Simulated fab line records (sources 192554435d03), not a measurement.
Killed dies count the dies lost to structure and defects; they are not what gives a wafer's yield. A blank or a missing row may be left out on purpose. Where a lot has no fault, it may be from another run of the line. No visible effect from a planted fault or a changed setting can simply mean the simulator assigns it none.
Chamber matching    flow n5 finfet    uv cure-02 running N5_BEOL_M5_CURE_80: 3 sister chambers
The step cures SiCOH lowk, time 120 s. 5 wafers are shown with their chamber, then 8 later ones without.

WAFERS, EACH WITH ITS CHAMBER
wafer   chamber  lamp power pct (%)  wafer_temp_C_max
L078.3  1        52.29               371.8
L078.6  1        52.31               371.4
L087.2  2        52.33               371.4
L087.3  2        52.27               371.3
L089.1  0        52.23               371.3

WAFERS MISSING THEIR CHAMBER
wafer   lamp power pct (%)  wafer_temp_C_max
L089.2  52.34               370.8
L089.3  52.28               371.3
L093.1  52.32               371.4
L093.5  52.36               371.3
L093.6  52.29               372.0
L094.2  52.40               372.0
L094.3  52.31               371.9
L094.6  52.33               372.2

CHAMBER TAKEN BY EACH
wafer   from the rows above           in truth
L089.2  can't be placed: 2 or 1 or 0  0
L089.3  can't be placed: 2 or 0 or 1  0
L093.1  can't be placed: 2 or 1       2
L093.5  can't be placed: 2 or 1       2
L093.6  can't be placed: 1 or 2 or 0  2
L094.2  can't be placed: 1 or 2       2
L094.3  can't be placed: 1 or 2       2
L094.6  can't be placed: 1 or 2       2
Correct placement for 0 of the 8. Can't be placed from these rows: 8 (the true chamber is among the candidates in 8). Placed wrongly: 0.
How it was worked out, from the rows above alone: a wafer's distance from a chamber is the root of the sum, over the readings, of the square of ((its reading less the chamber's mean) divided by the reading's scatter). If the next closest chamber is less than 2 further off than the closest, the wafer can't be placed; otherwise it belongs to the closest. Each chamber's mean is taken over the wafers shown for it. The scatter is the square root of a quotient: the sum, over the shown wafers, of each reading's squared deviation from its chamber's mean, divided by wafers minus chambers.
